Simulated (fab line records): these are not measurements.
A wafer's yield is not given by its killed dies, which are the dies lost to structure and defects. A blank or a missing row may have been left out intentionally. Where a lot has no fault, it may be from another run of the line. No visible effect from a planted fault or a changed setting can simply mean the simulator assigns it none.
Problem report, 8D (eight disciplines) form, completed by code || flow n5_finfet || the parts of the form that need people (team, actions taken, sign-off) are left out

== 1. THE PROBLEM ==
Mean of raw_defect_count at N5_WELL_APT_INSPECT_38: 63 across 6 wafers in 2 lots; on wafers with no fault it is 13 (standard deviation 5.2). Measured from the usual mean, that is +9.6 standard deviations.
The step: inspects for defects (darkfield).
The first sign was on wafer L173.2 at day 4 23:00, on defect_inspect-01. At this step, 30 wafers from 10 lots have a number in the record. Rule for "out" (also "out of limits"): further than 4 standard deviations from the usual mean. The other wafers with a number count as sound.

== 2. WHAT THIS IS AND IS NOT ==
{"question": "which readings at this step", "is": "raw_defect_count", "is not": "-"}
{"question": "which lots", "is": "L173, L174", "is not": "L160, L166, L168, L178, L179, L180, L181, L182"}
{"question": "which wafers of those lots", "is": "all that have a number", "is not": "-"}
{"question": "read on which gauges", "is": "defect_inspect-01, defect_inspect-02", "is not": "-"}
{"question": "when", "is": "from day 4 23:00", "is not": "up to then (9 sound wafers); but 15 sound wafers of L178, L179, L180, L181, L182 came after"}

== 3. WHAT RULES OUT EACH SUSPECT ==
Counting: a tool stays on the suspect list if, at a process step up to the reading, it processed all lots that are out and no sound lot following the first of them.
- the gauge at N5_WELL_APT_INSPECT_38 has been ruled out. The wafers that are out were read on 2 gauges (defect_inspect-01, defect_inspect-02).
- wet_bench-05 at N5_WELL_APT_OXIDE_STRIP_42 (strips SiO2 in dHF, time 45 s, target depth 12 nm): ruled out as a lasting fault. The sound lots L178, L181 went through it after L173, its earliest lot that is out (day 4 22:16).
Left after counting: nothing in the record.

== 4. THE CAUSE (what the simulator had put in) ==
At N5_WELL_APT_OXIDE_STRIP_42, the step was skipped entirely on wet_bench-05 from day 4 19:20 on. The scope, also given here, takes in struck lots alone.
The count ruled it out by mistake, since the rule takes a fault to strike every lot its tool runs from the start of the fault on, and this one did not do so.

== 5. THE EFFECT CHAIN, in route order ==
Each row: a reading where the mean over the struck wafers with a number is more than 3 standard deviations away from the usual. Only readings for which the record gives a usual standard deviation are gone through. hours: the time from each lot's start at the first step in this table that gives one to its start at this step, as a median over the lots. sigmas: the change in usual standard deviations.
{"hours": 0, "step": "N5_WELL_APT_INSPECT_38", "reading": "raw_defect_count", "usual": 13, "on struck wafers": 63, "change": "+50", "sigmas": "+9.6"}
{"hours": 270, "step": "N5_PASSIVATION_PROBE_49", "reading": "defect_limited_yield", "usual": "90.5 %", "on struck wafers": 0.0, "change": -90.5, "sigmas": -53}
{"hours": 270, "step": "N5_PASSIVATION_PROBE_49", "reading": "killed_at_front_end", "usual": 45, "on struck wafers": 1120, "change": "+1074", "sigmas": "+77"}
{"hours": 270, "step": "N5_PASSIVATION_PROBE_49", "reading": "killed_dies", "usual": 112, "on struck wafers": 1180, "change": "+1068", "sigmas": "+51"}
{"hours": 270, "step": "N5_PASSIVATION_PROBE_49", "reading": "killed_on_rim", "usual": 15, "on struck wafers": 152, "change": "+137", "sigmas": "+30"}
{"hours": 270, "step": "N5_PASSIVATION_PROBE_49", "reading": "sort_bin_5_function", "usual": "5.6 %", "on struck wafers": 96.0, "change": "+90.4", "sigmas": "+75"}
{"hours": 270, "step": "N5_PASSIVATION_PROBE_49", "reading": "sort_n_pass", "usual": 1068, "on struck wafers": 0, "change": -1068, "sigmas": -51}
{"hours": 270, "step": "N5_PASSIVATION_PROBE_49", "reading": "sort_yield_pct", "usual": "90.5 %", "on struck wafers": 0.0, "change": -90.5, "sigmas": -50}
It contains these process steps:
- N5_PASSIVATION_PROBE_49
Readings that are blank on the struck wafers while sound wafers have them: bath_heat_duty_pct at N5_WELL_APT_OXIDE_STRIP_42; run_length_s at N5_WELL_APT_OXIDE_STRIP_42.

== 6. WHAT WOULD HAVE CAUGHT IT SOONER ==
Counted from the fault's start at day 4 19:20, it took 4 hours until the first out-of-limits reading at a measuring or inspecting step in this record, taken at day 4 23:00.
At N5_WELL_APT_OXIDE_STRIP_42 the tool's readings are blank on the struck wafers, where sound wafers have them: an empty tool record is the first sign, and it was there at once.
